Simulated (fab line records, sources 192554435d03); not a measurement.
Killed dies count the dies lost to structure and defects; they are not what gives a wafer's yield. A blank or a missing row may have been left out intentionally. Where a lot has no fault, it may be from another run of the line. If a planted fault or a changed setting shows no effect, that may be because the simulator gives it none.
What tool caused it? + flow n5_finfet + 20 lots, 60 wafers sampled, at 6 steps of a route of 1938

WHAT THE GAUGES READ, wafer by wafer
The record lacks any reading of a measuring or inspecting step that a usual standard deviation could be used to judge.

TOOL THAT RAN EACH LOT (tool first, then ch and the chambers of the sampled wafers, then the start)
| lot  | N5_BEOL_M7_DESCUM_16               | N5_BEOL_M7_HM_OPEN_17             | N5_BEOL_M7_STRIP_80                           | N5_BEOL_M7_ANNEAL_51             | N5_BEOL_M8_DESCUM_16               | N5_BEOL_M8_ETCH_61                 |
|------|------------------------------------|-----------------------------------|-----------------------------------------------|----------------------------------|------------------------------------|------------------------------------|
| L074 | rie_diel-06 ch 0,3, day 8 15:42    | rie_metal-03 ch 0,1, day 8 16:00  | rie_diel-03 ch 0,2,3, day 8 19:47 or earlier  | rtp_anneal-01 ch 0, day 8 19:47  | rie_diel-01 ch 1,2, day 8 22:42    | rie_diel-01 ch 1,2, day 8 22:44    |
| L075 | rie_diel-02 ch 0,2, day 8 21:23    | rie_metal-02 ch 1, day 8 21:41    | rie_diel-03 ch 2,3, day 9 02:29 or earlier    | rtp_anneal-01 ch 0, day 9 02:29  | rie_diel-01 ch 0,1,2, day 9 06:11  | rie_diel-01 ch 0,1,2, day 9 06:14  |
| L077 | rie_diel-06 ch 0,3, day 9 06:40    | rie_metal-02 ch 0,1, day 9 06:57  | rie_diel-03 ch 1,2,3, day 9 11:14 or earlier  | rtp_anneal-01 ch 0, day 9 11:14  | rie_diel-04 ch 0,2,3, day 9 13:59  | rie_diel-04 ch 0,2,3, day 9 14:01  |
| L076 | rie_diel-03 ch 1,2,3, day 9 10:18  | rie_metal-01 ch 0,1, day 9 10:35  | rie_diel-02 ch 0,2,3, day 9 15:43 or earlier  | rtp_anneal-01 ch 0, day 9 15:43  | rie_diel-05 ch 1,2, day 9 19:19    | rie_diel-05 ch 1,2, day 9 19:21    |
| L080 | rie_diel-06 ch 0,2,3, day 9 18:59  | rie_metal-01 ch 0,1, day 9 19:16  | rie_diel-03 ch 1,2, day 9 22:52 or earlier    | rtp_anneal-02 ch 0, day 9 22:52  | rie_diel-04 ch 0,1,3, day 10 01:39 | rie_diel-04 ch 0,1,3, day 10 01:41 |
| L082 | rie_diel-03 ch 0,1, day 10 19:20   | rie_metal-03 ch 0,1, day 10 19:37 | rie_diel-02 ch 2,3, day 11 00:00 or earlier   | rtp_anneal-02 ch 0, day 11 00:00 | rie_diel-01 ch 1,2, day 11 03:31   | rie_diel-01 ch 1,2, day 11 03:33   |
| L084 | rie_diel-06 ch 1,2,3, day 11 14:43 | rie_metal-02 ch 0,1, day 11 15:00 | rie_diel-02 ch 1,3, day 11 18:16 or earlier   | rtp_anneal-02 ch 0, day 11 18:16 | rie_diel-01 ch 0,2, day 11 21:20   | rie_diel-01 ch 0,2, day 11 21:23   |
| L085 | rie_diel-02 ch 0,2,3, day 11 15:16 | rie_metal-01 ch 0,1, day 11 15:33 | rie_diel-06 ch 0,1,3, day 11 20:17 or earlier | rtp_anneal-01 ch 0, day 11 20:17 | rie_diel-01 ch 2,3, day 11 22:59   | rie_diel-01 ch 2,3, day 11 23:01   |
| L086 | rie_diel-02 ch 0,1, day 11 19:05   | rie_metal-01 ch 0,1, day 11 19:22 | rie_diel-03 ch 0,2,3, day 11 22:28 or earlier | rtp_anneal-01 ch 0, day 11 22:28 | rie_diel-05 ch 0,3, day 12 00:30   | rie_diel-05 ch 0,3, day 12 00:32   |
| L087 | rie_diel-03 ch 0,1,2, day 12 02:39 | rie_metal-02 ch 0,1, day 12 02:56 | rie_diel-06 ch 1,3, day 12 08:38 or earlier   | rtp_anneal-01 ch 0, day 12 08:38 | rie_diel-01 ch 0,1,2, day 12 12:25 | rie_diel-01 ch 0,1,2, day 12 12:28 |
| L089 | rie_diel-02 ch 1,2, day 12 05:56   | rie_metal-03 ch 0,1, day 12 06:12 | rie_diel-03 ch 0,1, day 12 11:15 or earlier   | rtp_anneal-02 ch 0, day 12 11:15 | rie_diel-04 ch 1,2,3, day 12 13:18 | rie_diel-04 ch 1,2,3, day 12 13:20 |
| L088 | rie_diel-06 ch 0,1,3, day 12 12:59 | rie_metal-02 ch 0,1, day 12 13:16 | rie_diel-06 ch 0,1,2, day 12 18:10 or earlier | rtp_anneal-02 ch 0, day 12 18:10 | rie_diel-04 ch 1,2,3, day 12 21:06 | rie_diel-04 ch 1,2,3, day 12 21:08 |
| L090 | rie_diel-06 ch 0,1,3, day 12 20:05 | rie_metal-03 ch 0,1, day 12 20:22 | rie_diel-03 ch 0,1,2, day 13 00:40 or earlier | rtp_anneal-02 ch 0, day 13 00:40 | rie_diel-04 ch 0,3, day 13 05:44   | rie_diel-04 ch 0,3, day 13 05:46   |
| L091 | rie_diel-06 ch 1,2, day 12 21:19   | rie_metal-02 ch 0,1, day 12 21:37 | rie_diel-06 ch 1,2, day 13 01:33 or earlier   | rtp_anneal-02 ch 0, day 13 01:33 | rie_diel-05 ch 1,2,3, day 13 05:51 | rie_diel-05 ch 1,2,3, day 13 05:53 |
| L092 | rie_diel-03 ch 0,3, day 13 15:11   | rie_metal-02 ch 0,1, day 13 15:28 | rie_diel-03 ch 0,1,2, day 13 19:05 or earlier | rtp_anneal-01 ch 0, day 13 19:05 | rie_diel-04 ch 0,1,2, day 13 22:53 | rie_diel-04 ch 0,1,2, day 13 22:56 |
| L093 | rie_diel-02 ch 0,1,2, day 13 16:31 | rie_metal-01 ch 0,1, day 13 16:49 | rie_diel-06 ch 1,2, day 13 20:15 or earlier   | rtp_anneal-01 ch 0, day 13 20:15 | rie_diel-01 ch 1,2,3, day 13 23:09 | rie_diel-01 ch 1,2,3, day 13 23:11 |
| L094 | rie_diel-03 ch 1,2, day 13 19:40   | rie_metal-02 ch 1, day 13 19:57   | rie_diel-06 ch 0,1,2, day 13 23:51 or earlier | rtp_anneal-02 ch 0, day 13 23:51 | rie_diel-05 ch 0,3, day 14 02:56   | rie_diel-05 ch 0,3, day 14 02:58   |
| L095 | rie_diel-03 ch 2,3, day 14 13:44   | rie_metal-01 ch 0,1, day 14 14:02 | rie_diel-02 ch 1,2,3, day 14 18:41 or earlier | rtp_anneal-01 ch 0, day 14 18:41 | rie_diel-01 ch 0,3, day 14 20:58   | rie_diel-01 ch 0,3, day 14 21:00   |
| L096 | rie_diel-06 ch 0,1,2, day 14 13:58 | rie_metal-02 ch 0,1, day 14 14:16 | rie_diel-03 ch 0,2,3, day 14 19:49 or earlier | rtp_anneal-02 ch 0, day 14 19:49 | rie_diel-04 ch 0,3, day 14 23:27   | rie_diel-04 ch 0,3, day 14 23:29   |
| L097 | rie_diel-06 ch 0,2, day 14 15:59   | rie_metal-03 ch 0,1, day 14 16:16 | rie_diel-03 ch 0,2, day 14 20:26 or earlier   | rtp_anneal-02 ch 0, day 14 20:26 | rie_diel-04 ch 1,3, day 14 23:43   | rie_diel-04 ch 1,3, day 14 23:44   |
- N5_BEOL_M7_DESCUM_16: chemistry O2, time 7.9 s.
- N5_BEOL_M7_HM_OPEN_17: chemistry Cl2/BCl3, target TiN, target depth 20 nm, overetch 6 nm.
- N5_BEOL_M7_STRIP_80: strips in N2/H2, time 10 s.
- N5_BEOL_M7_ANNEAL_51: time 90 s.
- N5_BEOL_M8_DESCUM_16: chemistry O2, time 7.9 s.
- N5_BEOL_M8_ETCH_61: etches SiARC in CF4, target depth 45.5 nm, time 75.8 s.

AS READ BY THE TOOLS THEMSELVES (means over the sampled wafers that have a number; for cases with no such wafer, the mark the record gives instead)
N5_BEOL_M7_DESCUM_16. Usual: drypump_motor_current_A 5.91 A, standard deviation 0.27; oes_product_au 0.77 a.u., standard deviation 0.082; rf_vpp_V 243.1 V, standard deviation 1.1; showerhead_plenum_p_Torr 2.10 Torr, standard deviation 0.056; throttle_valve_pct 20.41 %, standard deviation 0.28.
| lot  | tool        | drypump_motor_current_A (A) | oes_product_au (a.u.) | rf_vpp_V (V) | showerhead_plenum_p_Torr (Torr) | throttle_valve_pct (%) | flag |
|------|-------------|-----------------------------|-----------------------|--------------|---------------------------------|------------------------|------|
| L074 | rie_diel-06 | 5.80                        | 0.71                  | 243.3        | 2.13                            | 20.76                  |      |
| L075 | rie_diel-02 | 5.80                        | 0.80                  | 242.6        | 2.08                            | 20.23                  |      |
| L077 | rie_diel-06 | 5.78                        | 0.70                  | 243.3        | 2.12                            | 20.78                  |      |
| L076 | rie_diel-03 | 5.79                        | 0.73                  | 243.5        | 2.10                            | 20.46                  |      |
| L080 | rie_diel-06 | 5.87                        | 0.70                  | 242.4        | 2.12                            | 20.72                  |      |
| L082 | rie_diel-03 | 5.66                        | 0.72                  | 242.0        | 2.02                            | 20.62                  |      |
| L084 | rie_diel-06 | 6.08                        | 0.74                  | 242.7        | 2.09                            | 20.53                  |      |
| L085 | rie_diel-02 | 5.86                        | 0.83                  | 242.5        | 2.06                            | 20.23                  |      |
| L086 | rie_diel-02 | 5.82                        | 0.83                  | 244.3        | 2.13                            | 20.10                  |      |
| L087 | rie_diel-03 | 5.76                        | 0.74                  | 242.1        | 2.05                            | 20.51                  |      |
| L089 | rie_diel-02 | 5.97                        | 0.74                  | 243.2        | 2.13                            | 20.22                  |      |
| L088 | rie_diel-06 | 6.01                        | 0.74                  | 243.8        | 2.13                            | 20.57                  |      |
| L090 | rie_diel-06 | 6.01                        | 0.74                  | 242.9        | 2.12                            | 20.58                  |      |
| L091 | rie_diel-06 | 6.32                        | 0.78                  | 242.8        | 2.10                            | 20.32                  |      |
| L092 | rie_diel-03 | 5.80                        | 0.87                  | 243.4        | 2.11                            | 20.20                  |      |
| L093 | rie_diel-02 | 5.81                        | 0.78                  | 243.6        | 2.10                            | 20.22                  |      |
| L094 | rie_diel-03 | 5.85                        | 0.74                  | 244.0        | 2.07                            | 20.43                  |      |
| L095 | rie_diel-03 | 5.96                        | 0.82                  | 243.0        | 2.10                            | 20.21                  |      |
| L096 | rie_diel-06 | 6.09                        | 0.73                  | 243.4        | 2.12                            | 20.52                  |      |
| L097 | rie_diel-06 | 5.94                        | 0.68                  | 243.3        | 2.11                            | 20.71                  |      |

N5_BEOL_M7_HM_OPEN_17. Usual: drypump_motor_current_A 5.6 A, standard deviation 0.42; he_backside_leak_sccm 3.48 sccm, standard deviation 0.2; mfc_ar_sccm 25.00 sccm, standard deviation 0.064; oes_product_au 0.67 a.u., standard deviation 0.05; throttle_valve_pct 22.06 %, standard deviation 0.15.
| lot  | tool         | drypump_motor_current_A (A) | he_backside_leak_sccm (sccm) | mfc_ar_sccm (sccm) | oes_product_au (a.u.) | throttle_valve_pct (%) | flag |
|------|--------------|-----------------------------|------------------------------|--------------------|-----------------------|------------------------|------|
| L074 | rie_metal-03 | 5.4                         | 3.35                         | 25.00              | 0.71                  | 22.12                  |      |
| L075 | rie_metal-02 | 5.1                         | 3.77                         | 24.98              | 0.65                  | 21.95                  |      |
| L077 | rie_metal-02 | 5.8                         | 3.32                         | 24.92              | 0.64                  | 22.19                  |      |
| L076 | rie_metal-01 | 5.4                         | 3.44                         | 24.90              | 0.74                  | 21.92                  |      |
| L080 | rie_metal-01 | 5.4                         | 3.39                         | 24.95              | 0.74                  | 21.93                  |      |
| L082 | rie_metal-03 | 5.4                         | 3.29                         | 25.03              | 0.70                  | 22.12                  |      |
| L084 | rie_metal-02 | 5.8                         | 3.42                         | 24.97              | 0.62                  | 22.21                  |      |
| L085 | rie_metal-01 | 5.4                         | 3.49                         | 25.04              | 0.72                  | 21.94                  |      |
| L086 | rie_metal-01 | 5.7                         | 3.60                         | 25.03              | 0.68                  | 21.92                  |      |
| L087 | rie_metal-02 | 5.9                         | 3.39                         | 25.01              | 0.62                  | 22.21                  |      |
| L089 | rie_metal-03 | 5.5                         | 3.51                         | 25.00              | 0.67                  | 22.14                  |      |
| L088 | rie_metal-02 | 5.9                         | 3.32                         | 25.03              | 0.63                  | 22.20                  |      |
| L090 | rie_metal-03 | 5.5                         | 3.44                         | 25.03              | 0.67                  | 22.15                  |      |
| L091 | rie_metal-02 | 5.8                         | 3.47                         | 25.01              | 0.62                  | 22.21                  |      |
| L092 | rie_metal-02 | 5.5                         | 3.57                         | 24.96              | 0.62                  | 22.10                  |      |
| L093 | rie_metal-01 | 5.7                         | 3.66                         | 24.98              | 0.68                  | 21.93                  |      |
| L094 | rie_metal-02 | 5.2                         | 3.63                         | 24.96              | 0.63                  | 21.99                  |      |
| L095 | rie_metal-01 | 5.7                         | 3.64                         | 24.92              | 0.68                  | 21.92                  |      |
| L096 | rie_metal-02 | 5.8                         | 3.46                         | 25.10              | 0.61                  | 22.24                  |      |
| L097 | rie_metal-03 | 5.5                         | 3.48                         | 24.95              | 0.66                  | 22.16                  |      |

N5_BEOL_M7_STRIP_80. Usual: drypump_motor_current_A 5.91 A, standard deviation 0.27; oes_product_au 0.76 a.u., standard deviation 0.076; rf_vpp_V 59.2 V, standard deviation 0.87; showerhead_plenum_p_Torr 2.54 Torr, standard deviation 0.076; throttle_valve_pct 23.57 %, standard deviation 0.27.
| lot  | tool        | drypump_motor_current_A (A) | oes_product_au (a.u.) | rf_vpp_V (V) | showerhead_plenum_p_Torr (Torr) | throttle_valve_pct (%) | flag |
|------|-------------|-----------------------------|-----------------------|--------------|---------------------------------|------------------------|------|
| L074 | rie_diel-03 | 5.87                        | 0.75                  | 59.3         | 2.54                            | 23.60                  |      |
| L075 | rie_diel-03 | 5.90                        | 0.74                  | 59.1         | 2.61                            | 23.60                  |      |
| L077 | rie_diel-03 | 5.79                        | 0.73                  | 59.2         | 2.57                            | 23.71                  |      |
| L076 | rie_diel-02 | 5.87                        | 0.86                  | 60.1         | 2.50                            | 23.58                  |      |
| L080 | rie_diel-03 | 5.87                        | 0.76                  | 59.0         | 2.55                            | 23.78                  |      |
| L082 | rie_diel-02 | 6.03                        | 0.78                  | 58.8         | 2.52                            | 23.57                  |      |
| L084 | rie_diel-02 | 6.04                        | 0.82                  | 59.2         | 2.61                            | 23.38                  |      |
| L085 | rie_diel-06 | 6.03                        | 0.74                  | 59.2         | 2.57                            | 23.67                  |      |
| L086 | rie_diel-03 | 5.88                        | 0.74                  | 59.5         | 2.53                            | 23.63                  |      |
| L087 | rie_diel-06 | 6.24                        | 0.78                  | 58.9         | 2.53                            | 23.45                  |      |
| L089 | rie_diel-03 | 5.55                        | 0.70                  | 59.4         | 2.47                            | 23.78                  |      |
| L088 | rie_diel-06 | 6.10                        | 0.74                  | 58.6         | 2.56                            | 23.44                  |      |
| L090 | rie_diel-03 | 5.76                        | 0.73                  | 58.9         | 2.49                            | 23.74                  |      |
| L091 | rie_diel-06 | 6.19                        | 0.73                  | 59.3         | 2.49                            | 23.16                  |      |
| L092 | rie_diel-03 | 5.76                        | 0.72                  | 59.6         | 2.48                            | 23.75                  |      |
| L093 | rie_diel-06 | 6.34                        | 0.77                  | 59.1         | 2.52                            | 23.23                  |      |
| L094 | rie_diel-06 | 6.10                        | 0.73                  | 58.9         | 2.55                            | 23.46                  |      |
| L095 | rie_diel-02 | 6.03                        | 0.77                  | 58.9         | 2.56                            | 23.51                  |      |
| L096 | rie_diel-03 | 5.88                        | 0.81                  | 59.1         | 2.52                            | 23.48                  |      |
| L097 | rie_diel-03 | 5.84                        | 0.74                  | 59.5         | 2.45                            | 23.66                  |      |

N5_BEOL_M7_ANNEAL_51. Usual: anneal_temp_c 225.05 C, standard deviation 0.16; wafer_temp_C_max 225.9, standard deviation 0.34.
| lot  | tool          | anneal_temp_c (C) | wafer_temp_C_max | flag |
|------|---------------|-------------------|------------------|------|
| L074 | rtp_anneal-01 | 224.88            | 225.3            |      |
| L075 | rtp_anneal-01 | 225.19            | 225.4            |      |
| L077 | rtp_anneal-01 | 225.08            | 225.8            |      |
| L076 | rtp_anneal-01 | 225.18            | 225.7            |      |
| L080 | rtp_anneal-02 | 224.97            | 225.9            |      |
| L082 | rtp_anneal-02 | 225.22            | 226.3            |      |
| L084 | rtp_anneal-02 | 224.87            | 225.9            |      |
| L085 | rtp_anneal-01 | 225.06            | 225.9            |      |
| L086 | rtp_anneal-01 | 224.91            | 225.8            |      |
| L087 | rtp_anneal-01 | 225.13            | 225.7            |      |
| L089 | rtp_anneal-02 | 225.06            | 226.2            |      |
| L088 | rtp_anneal-02 | 224.93            | 226.3            |      |
| L090 | rtp_anneal-02 | 225.08            | 226.3            |      |
| L091 | rtp_anneal-02 | 224.86            | 226.0            |      |
| L092 | rtp_anneal-01 | 225.01            | 225.6            |      |
| L093 | rtp_anneal-01 | 224.85            | 225.6            |      |
| L094 | rtp_anneal-02 | 224.92            | 226.3            |      |
| L095 | rtp_anneal-01 | 225.16            | 225.7            |      |
| L096 | rtp_anneal-02 | 225.28            | 226.2            |      |
| L097 | rtp_anneal-02 | 224.93            | 226.5            |      |

N5_BEOL_M8_DESCUM_16. Usual: drypump_motor_current_A 5.3 A, standard deviation 0.55; oes_product_au 0.80 a.u., standard deviation 0.1; rf_vpp_V 243.0 V, standard deviation 1.4; showerhead_plenum_p_Torr 2.08 Torr, standard deviation 0.075; throttle_valve_pct 20.37 %, standard deviation 0.21.
| lot  | tool        | drypump_motor_current_A (A) | oes_product_au (a.u.) | rf_vpp_V (V) | showerhead_plenum_p_Torr (Torr) | throttle_valve_pct (%) | flag |
|------|-------------|-----------------------------|-----------------------|--------------|---------------------------------|------------------------|------|
| L074 | rie_diel-01 | 5.8                         | 0.70                  | 243.5        | 2.08                            | 20.47                  |      |
| L075 | rie_diel-01 | 5.3                         | 0.78                  | 243.0        | 2.08                            | 20.40                  |      |
| L077 | rie_diel-04 | 5.2                         | 0.80                  | 243.3        | 2.06                            | 20.48                  |      |
| L076 | rie_diel-05 | 5.6                         | 0.79                  | 242.7        | 2.08                            | 20.24                  |      |
| L080 | rie_diel-04 | 5.2                         | 0.85                  | 243.8        | 2.13                            | 20.42                  |      |
| L082 | rie_diel-01 | 5.2                         | 0.80                  | 244.1        | 2.11                            | 20.42                  |      |
| L084 | rie_diel-01 | 5.8                         | 0.92                  | 242.6        | 2.03                            | 20.17                  |      |
| L085 | rie_diel-01 | 5.3                         | 0.94                  | 243.3        | 2.05                            | 20.14                  |      |
| L086 | rie_diel-05 | 5.6                         | 0.81                  | 242.1        | 2.02                            | 20.18                  |      |
| L087 | rie_diel-01 | 5.3                         | 0.84                  | 242.5        | 2.07                            | 20.35                  |      |
| L089 | rie_diel-04 | 5.1                         | 0.74                  | 243.6        | 2.13                            | 20.51                  |      |
| L088 | rie_diel-04 | 5.2                         | 0.74                  | 243.3        | 2.13                            | 20.52                  |      |
| L090 | rie_diel-04 | 5.0                         | 0.75                  | 242.9        | 2.09                            | 20.57                  |      |
| L091 | rie_diel-05 | 5.5                         | 0.73                  | 241.9        | 2.04                            | 20.44                  |      |
| L092 | rie_diel-04 | 5.4                         | 0.80                  | 242.5        | 2.08                            | 20.42                  |      |
| L093 | rie_diel-01 | 5.3                         | 0.83                  | 243.1        | 2.08                            | 20.32                  |      |
| L094 | rie_diel-05 | 5.2                         | 0.75                  | 241.5        | 2.00                            | 20.45                  |      |
| L095 | rie_diel-01 | 4.9                         | 0.85                  | 242.8        | 2.04                            | 20.29                  |      |
| L096 | rie_diel-04 | 5.1                         | 0.92                  | 243.1        | 2.09                            | 20.29                  |      |
| L097 | rie_diel-04 | 5.0                         | 0.91                  | 244.4        | 2.16                            | 20.29                  |      |

N5_BEOL_M8_ETCH_61. Usual: drypump_motor_current_A is 5.3 A with standard deviation 0.55, etch_rf_on_time_s is 76.8 s with standard deviation 2, mfc_ar_sccm is 100.0 sccm with standard deviation 0.34, oes_product_au is 0.68 a.u. with standard deviation 0.086, rf_vpp_V is 183.8 V with standard deviation 1.2, showerhead_plenum_p_Torr is 2.13 Torr with standard deviation 0.071, and throttle_valve_pct is 15.54 % with standard deviation 0.26.
| lot  | tool        | drypump_motor_current_A (A) | etch_rf_on_time_s (s) | mfc_ar_sccm (sccm) | oes_product_au (a.u.) | rf_vpp_V (V) | showerhead_plenum_p_Torr (Torr) | throttle_valve_pct (%) | flag |
|------|-------------|-----------------------------|-----------------------|--------------------|-----------------------|--------------|---------------------------------|------------------------|------|
| L074 | rie_diel-01 | 5.8                         | 78.3                  | 100.4              | 0.58                  | 184.5        | 2.13                            | 15.76                  |      |
| L075 | rie_diel-01 | 5.3                         | 77.9                  | 99.9               | 0.65                  | 184.1        | 2.14                            | 15.66                  |      |
| L077 | rie_diel-04 | 5.2                         | 75.9                  | 99.8               | 0.68                  | 183.7        | 2.12                            | 15.68                  |      |
| L076 | rie_diel-05 | 5.6                         | 75.9                  | 100.2              | 0.68                  | 184.0        | 2.13                            | 15.41                  |      |
| L080 | rie_diel-04 | 5.2                         | 77.0                  | 100.1              | 0.73                  | 184.0        | 2.19                            | 15.62                  |      |
| L082 | rie_diel-01 | 5.2                         | 76.4                  | 100.0              | 0.67                  | 184.6        | 2.16                            | 15.63                  |      |
| L084 | rie_diel-01 | 5.8                         | 78.9                  | 100.0              | 0.76                  | 183.7        | 2.09                            | 15.38                  |      |
| L085 | rie_diel-01 | 5.3                         | 75.2                  | 100.3              | 0.79                  | 183.7        | 2.09                            | 15.18                  |      |
| L086 | rie_diel-05 | 5.6                         | 75.3                  | 99.8               | 0.70                  | 183.2        | 2.06                            | 15.35                  |      |
| L087 | rie_diel-01 | 5.3                         | 77.5                  | 100.4              | 0.70                  | 183.1        | 2.13                            | 15.55                  |      |
| L089 | rie_diel-04 | 5.2                         | 78.1                  | 99.8               | 0.63                  | 184.5        | 2.17                            | 15.62                  |      |
| L088 | rie_diel-04 | 5.2                         | 77.1                  | 100.2              | 0.63                  | 184.2        | 2.16                            | 15.62                  |      |
| L090 | rie_diel-04 | 5.1                         | 77.9                  | 100.0              | 0.63                  | 183.5        | 2.17                            | 15.94                  |      |
| L091 | rie_diel-05 | 5.5                         | 76.7                  | 99.9               | 0.63                  | 183.0        | 2.08                            | 15.61                  |      |
| L092 | rie_diel-04 | 5.4                         | 76.5                  | 100.2              | 0.68                  | 184.4        | 2.12                            | 15.50                  |      |
| L093 | rie_diel-01 | 5.3                         | 77.6                  | 99.9               | 0.69                  | 184.2        | 2.12                            | 15.44                  |      |
| L094 | rie_diel-05 | 5.3                         | 74.7                  | 100.0              | 0.64                  | 182.8        | 2.04                            | 15.58                  |      |
| L095 | rie_diel-01 | 4.9                         | 76.2                  | 99.7               | 0.72                  | 183.8        | 2.09                            | 15.43                  |      |
| L096 | rie_diel-04 | 5.1                         | 75.8                  | 99.9               | 0.79                  | 184.3        | 2.17                            | 15.61                  |      |
| L097 | rie_diel-04 | 5.1                         | 76.8                  | 99.8               | 0.77                  | 184.1        | 2.22                            | 15.48                  |      |

THE ANSWER, worked out from the rows above alone
Rule: a lot counts as off when the mean over its wafers that have a number is more than 3 standard deviations away from the usual mean. A lot without any number at a reading at which 4 lots or more have one is off too. The other lots that the step has rows for count as sound. First the gauges in route order, then the tools' own readings, where a lot's mean is used as printed above. At the first step where some lot is off, the reading lying furthest off is the one used; lots without a number count as furthest.
None of the lots is off at any reading shown; this tells nothing.

WHAT WAS PUT IN BY THE SIMULATOR
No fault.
